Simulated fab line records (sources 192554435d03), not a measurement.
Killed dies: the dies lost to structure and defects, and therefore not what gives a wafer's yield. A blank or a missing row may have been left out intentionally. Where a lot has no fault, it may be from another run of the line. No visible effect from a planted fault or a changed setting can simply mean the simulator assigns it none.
Chamber matching + flow n5_finfet + 3 sister chambers for N5_BEOL_M7_CURE_75 on uv_cure-03
The step cures SiCOH lowk, time 120 s. 6 wafers are shown with their chamber, then 11 later ones without.

## WAFERS, EACH WITH ITS CHAMBER
| wafer  | chamber | wafer_temp_C_max | lamp_power_pct (%) |
|--------|---------|------------------|--------------------|
| L079.6 | 2       | 370.9            | 52.25              |
| L081.5 | 1       | 371.1            | 52.24              |
| L081.6 | 1       | 371.2            | 52.25              |
| L091.2 | 0       | 371.3            | 52.33              |
| L091.4 | 0       | 371.4            | 52.30              |
| L094.3 | 2       | 371.4            | 52.23              |

## WAFERS WHOSE CHAMBER IS MISSING
| wafer  | wafer_temp_C_max | lamp_power_pct (%) |
|--------|------------------|--------------------|
| L094.4 | 371.4            | 52.27              |
| L094.6 | 371.3            | 52.24              |
| L095.1 | 371.6            | 52.35              |
| L095.3 | 371.5            | 52.30              |
| L095.4 | 371.4            | 52.27              |
| L095.2 | 371.5            | 52.28              |
| L095.5 | 371.6            | 52.27              |
| L095.6 | 371.7            | 52.36              |
| L097.2 | 371.6            | 52.26              |
| L097.3 | 371.7            | 52.30              |
| L097.5 | 371.1            | 52.38              |

## WHICH CHAMBER EACH WENT THROUGH
| wafer  | from the rows above          | in truth                   |
|--------|------------------------------|----------------------------|
| L094.4 | can't be placed: 1 or 2 or 0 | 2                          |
| L094.6 | can't be placed: 2 or 1      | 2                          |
| L095.1 | 0                            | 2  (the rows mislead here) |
| L095.3 | 0                            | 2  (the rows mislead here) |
| L095.4 | can't be placed: 1 or 2 or 0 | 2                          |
| L095.2 | can't be placed: 0 or 1 or 2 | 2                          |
| L095.5 | can't be placed: 1 or 2 or 0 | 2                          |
| L095.6 | 0                            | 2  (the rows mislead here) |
| L097.2 | can't be placed: 1 or 2 or 0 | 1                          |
| L097.3 | 0                            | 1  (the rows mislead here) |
| L097.5 | 0                            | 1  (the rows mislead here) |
0 of 11 placed correctly. Cannot be placed on the basis of these rows: 6; the candidates contain the true chamber in 6. Number placed wrongly: 5.
How it was worked out, from the rows above alone: a wafer's distance from a chamber is the root of the sum, over the readings, of the square of ((its reading less the chamber's mean) divided by the reading's scatter). If the next closest chamber is less than 2 further off than the closest, the wafer can't be placed; otherwise it belongs to the closest. The mean given for a chamber averages the wafers shown for that chamber. The scatter: the root of (the sum of the squares of (reading less its chamber's mean) over the shown wafers, divided by (wafers less chambers)).
